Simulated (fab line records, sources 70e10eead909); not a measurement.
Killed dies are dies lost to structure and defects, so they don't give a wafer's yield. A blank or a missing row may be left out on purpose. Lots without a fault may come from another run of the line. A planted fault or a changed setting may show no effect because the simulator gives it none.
A struck lot beside a sound one | flow nand_harc | 14 steps out of a route of 1159
Sound: wafers L801.1, L801.3, L801.5. Struck: wafers L807.1, L807.4, L807.6. The cause comes at the end.
At each step with rows: each side's tool, then ch and its chambers, then its first start. Under that, the readings that differ: sound wafers | struck wafers | difference of the means | sigmas: that difference in standard deviations of wafers without a fault.
alike: readings whose means differ by less than 2 such deviations, and words and numbers that are the same on both sides. not compared: withheld readings, readings that some wafer has no value for, bounds like >300 that may hide the same value, and numbers for which the record gives no deviation and whose values overlap.
The two part at a step that has a row with sigmas, a row that says differs or no value, or rows on one side only. Numbers that don't overlap but have no deviation are shown without sigmas and don't part them. A reading that every wafer of one side lacks parts them only if that side has two wafers or more.

NHARC_A_WL_FILL_CVD_03: deposits W, target thk 40 nm, time 3302 s.
  sound on cvd_w-02 ch 0,1, day 15 14:23; struck on cvd_w-02 ch 0,1, day 17 13:33
  alike: heater_power_w, throttle_valve_pct
NHARC_A_WL_FILL_ETCHBACK_04: etches the open film in NF3, target depth 60 nm, time 120 s.
  sound on rie_metal-01 ch 0,1, day 15 17:41; struck on rie_metal-01 ch 0,1, day 17 16:51
  alike: drypump_motor_current_A, oes_product_au, run_length_s
  not compared: rf_hours_counter_h
then, 1 step without rows for these wafers: NHARC_A_WL_FILL_ETCHBACK_05 (etches the open film in Cl2/BCl3, target depth 22 nm, time 60 s).
NHARC_A_WL_FILL_STRIP_27: strips in N2/H2, time 20 s.
  sound on plasma_asher-01 ch 0,1, day 15 18:04; struck on plasma_asher-02 ch 0,1, day 17 17:14
  alike: drypump_motor_current_A, heater_power_w
  not compared: rf_hours_counter_h
then, 5 steps without rows for these wafers: NHARC_A_WL_FILL_STRIP_28 (strips in post etch residue remover, time 1200 s); NHARC_A_WL_FILL_PRECLEAN_06 (cleans in DIW, time 300 s); NHARC_A_WL_FILL_SRD_07; NHARC_A_WL_FILL_ANNEAL_08 (time 1800 s); NHARC_A_WL_FILL_ALD_10 (deposits SiO2, target thk 50 nm, pulse time 10 s, ald cycles 500).
NHARC_A_WL_FILL_ETCHBACK_16: etches the open film in C4F8/O2/Ar, target depth 88 nm, time 17.6 s.
  sound on rie_diel-01 ch 0,2,3; struck on rie_diel-01 ch 0,1
  alike: oes_product_au, rf_vpp_V, run_length_s
  not compared: rf_hours_counter_h
NHARC_A_WL_FILL_STRIP_29: strips in O2, time 20 s.
  sound on rie_diel-01 ch 0,2, day 16 03:48; struck on rie_diel-01 ch 0,1,3, day 18 06:05
  alike: drypump_motor_current_A, oes_product_au, rf_vpp_V, showerhead_plenum_p_Torr, throttle_valve_pct
  not compared: rf_hours_counter_h
NHARC_A_WL_FILL_ETCHBACK_17: etches the open film in Cl2/BCl3, target depth 4 nm, time 26.7 s.
  sound on rie_metal-01 ch 0,1, day 16 03:53; struck on rie_metal-03 ch 1, day 18 06:11
  reading          | sound          | struck         | difference | sigmas
  run_length_s (s) | 48.1 47.5 47.9 | 40.0 39.7 39.6 | -8.1       | -17
  alike: drypump_motor_current_A, oes_product_au
  not compared: rf_hours_counter_h
then, 1 step without rows for these wafers: NHARC_A_WL_FILL_PRECLEAN_18 (cleans in dHF, time 30 s).
-- the record jumps here: 5 days lie between the struck wafers' starts before and after (it left off in module A_WL_FILL and takes up again in module END, whose first step shown is number 1159 of the route) --
NHARC_END_SORT_01:
  sound on prober-02 ch 0, day 20 11:34; struck on prober-02 ch 0, day 23 05:19
  alike: killed_at_array, killed_at_other, killed_at_periphery, killed_dies, killed_open, killed_short

WHERE THEY PART
Only at NHARC_A_WL_FILL_ETCHBACK_17, within this record. Later steps at which nothing parts them and some readings are alike: NHARC_END_SORT_01.

WHY: what the simulator had put in
Process parameter drift: rie_metal-03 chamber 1, from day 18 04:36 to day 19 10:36, at NHARC_A_WL_FILL_ETCHBACK_17. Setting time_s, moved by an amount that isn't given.
